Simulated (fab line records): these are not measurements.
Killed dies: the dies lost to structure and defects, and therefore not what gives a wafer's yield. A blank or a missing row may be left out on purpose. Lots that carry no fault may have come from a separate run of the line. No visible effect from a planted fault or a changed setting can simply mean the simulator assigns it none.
Matching of chambers || flow n5-finfet || N5_BEOL_M0_STRIP_142 on rie-diel-04 has 4 sister chambers
The step strips in N2/H2, time 10 s. 16 wafers are shown with their chamber, then 8 later ones without.

== EACH WAFER AND ITS CHAMBER ==
{"wafer": "L076.2", "chamber": 0, "showerhead-plenum-p-Torr (Torr)": 2.49, "drypump-motor-current-A (A)": 5.3, "throttle-valve-pct (%)": 23.57}
{"wafer": "L076.3", "chamber": 1, "showerhead-plenum-p-Torr (Torr)": 2.72, "drypump-motor-current-A (A)": 5.1, "throttle-valve-pct (%)": 23.54}
{"wafer": "L076.5", "chamber": 2, "showerhead-plenum-p-Torr (Torr)": 2.56, "drypump-motor-current-A (A)": 6.1, "throttle-valve-pct (%)": 23.33}
{"wafer": "L077.1", "chamber": 0, "showerhead-plenum-p-Torr (Torr)": 2.49, "drypump-motor-current-A (A)": 5.3, "throttle-valve-pct (%)": 23.57}
{"wafer": "L077.4", "chamber": 3, "showerhead-plenum-p-Torr (Torr)": 2.39, "drypump-motor-current-A (A)": 6.0, "throttle-valve-pct (%)": 23.73}
{"wafer": "L077.5", "chamber": 3, "showerhead-plenum-p-Torr (Torr)": 2.39, "drypump-motor-current-A (A)": 6.1, "throttle-valve-pct (%)": 23.72}
{"wafer": "L086.1", "chamber": 0, "showerhead-plenum-p-Torr (Torr)": 2.48, "drypump-motor-current-A (A)": 5.3, "throttle-valve-pct (%)": 23.60}
{"wafer": "L086.4", "chamber": 0, "showerhead-plenum-p-Torr (Torr)": 2.48, "drypump-motor-current-A (A)": 5.3, "throttle-valve-pct (%)": 23.59}
{"wafer": "L086.5", "chamber": 2, "showerhead-plenum-p-Torr (Torr)": 2.55, "drypump-motor-current-A (A)": 6.1, "throttle-valve-pct (%)": 23.36}
{"wafer": "L085.3", "chamber": 0, "showerhead-plenum-p-Torr (Torr)": 2.48, "drypump-motor-current-A (A)": 5.3, "throttle-valve-pct (%)": 23.61}
{"wafer": "L085.4", "chamber": 0, "showerhead-plenum-p-Torr (Torr)": 2.48, "drypump-motor-current-A (A)": 5.3, "throttle-valve-pct (%)": 23.59}
{"wafer": "L085.5", "chamber": 1, "showerhead-plenum-p-Torr (Torr)": 2.71, "drypump-motor-current-A (A)": 5.1, "throttle-valve-pct (%)": 23.59}
{"wafer": "L087.4", "chamber": 2, "showerhead-plenum-p-Torr (Torr)": 2.55, "drypump-motor-current-A (A)": 6.2, "throttle-valve-pct (%)": 23.37}
{"wafer": "L087.5", "chamber": 0, "showerhead-plenum-p-Torr (Torr)": 2.48, "drypump-motor-current-A (A)": 5.3, "throttle-valve-pct (%)": 23.60}
{"wafer": "L087.6", "chamber": 1, "showerhead-plenum-p-Torr (Torr)": 2.70, "drypump-motor-current-A (A)": 5.1, "throttle-valve-pct (%)": 23.61}
{"wafer": "L088.1", "chamber": 1, "showerhead-plenum-p-Torr (Torr)": 2.70, "drypump-motor-current-A (A)": 5.1, "throttle-valve-pct (%)": 23.61}

SIGNATURES (averages over the wafers above)
{"reading": "showerhead-plenum-p-Torr", "chamber 0": 2.4829, "chamber 1": 2.7075, "chamber 2": 2.5533, "chamber 3": 2.3900, "scatter within a chamber": 0.00635}
{"reading": "drypump-motor-current-A", "chamber 0": 5.300, "chamber 1": 5.100, "chamber 2": 6.133, "chamber 3": 6.050, "scatter within a chamber": 0.0312}
{"reading": "throttle-valve-pct", "chamber 0": 23.5900, "chamber 1": 23.5875, "chamber 2": 23.3533, "chamber 3": 23.7250, "scatter within a chamber": 0.0216}
Rule: a wafer's distance from a chamber is the root of the sum, over the readings, of the square of ((its reading less the chamber's mean) divided by the reading's scatter). The wafer belongs to the nearest chamber; if the next one is less than 2 further off, it can't be placed. The scatter: take each reading less its chamber's mean, square it, sum over the shown wafers, divide by the number of wafers less the number of chambers, and take the root.

== WAFERS WITHOUT THEIR CHAMBER ==
{"wafer": "L088.4", "showerhead-plenum-p-Torr (Torr)": 2.71, "drypump-motor-current-A (A)": 6.0, "throttle-valve-pct (%)": 23.53}
{"wafer": "L088.6", "showerhead-plenum-p-Torr (Torr)": 2.70, "drypump-motor-current-A (A)": 5.0, "throttle-valve-pct (%)": 23.61}
{"wafer": "L090.1", "showerhead-plenum-p-Torr (Torr)": 2.70, "drypump-motor-current-A (A)": 5.1, "throttle-valve-pct (%)": 23.61}
{"wafer": "L090.5", "showerhead-plenum-p-Torr (Torr)": 2.48, "drypump-motor-current-A (A)": 5.3, "throttle-valve-pct (%)": 23.60}
{"wafer": "L090.6", "showerhead-plenum-p-Torr (Torr)": 2.71, "drypump-motor-current-A (A)": 6.1, "throttle-valve-pct (%)": 23.55}
{"wafer": "L097.1", "showerhead-plenum-p-Torr (Torr)": 2.54, "drypump-motor-current-A (A)": 6.2, "throttle-valve-pct (%)": 23.41}
{"wafer": "L097.2", "showerhead-plenum-p-Torr (Torr)": 2.70, "drypump-motor-current-A (A)": 6.1, "throttle-valve-pct (%)": 23.57}
{"wafer": "L097.5", "showerhead-plenum-p-Torr (Torr)": 2.69, "drypump-motor-current-A (A)": 5.0, "throttle-valve-pct (%)": 23.64}

== WHICH CHAMBER EACH WENT THROUGH ==
{"wafer": "L088.4", "from the rows above": 2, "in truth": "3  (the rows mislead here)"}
{"wafer": "L088.6", "from the rows above": 1, "in truth": 1}
{"wafer": "L090.1", "from the rows above": 1, "in truth": 1}
{"wafer": "L090.5", "from the rows above": 0, "in truth": 0}
{"wafer": "L090.6", "from the rows above": 2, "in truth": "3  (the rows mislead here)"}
{"wafer": "L097.1", "from the rows above": 2, "in truth": 2}
{"wafer": "L097.2", "from the rows above": 2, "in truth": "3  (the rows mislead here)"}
{"wafer": "L097.5", "from the rows above": 1, "in truth": 1}
Correct placement for 5 of the 8. Not placeable from these rows: 0. 3 placed wrongly.
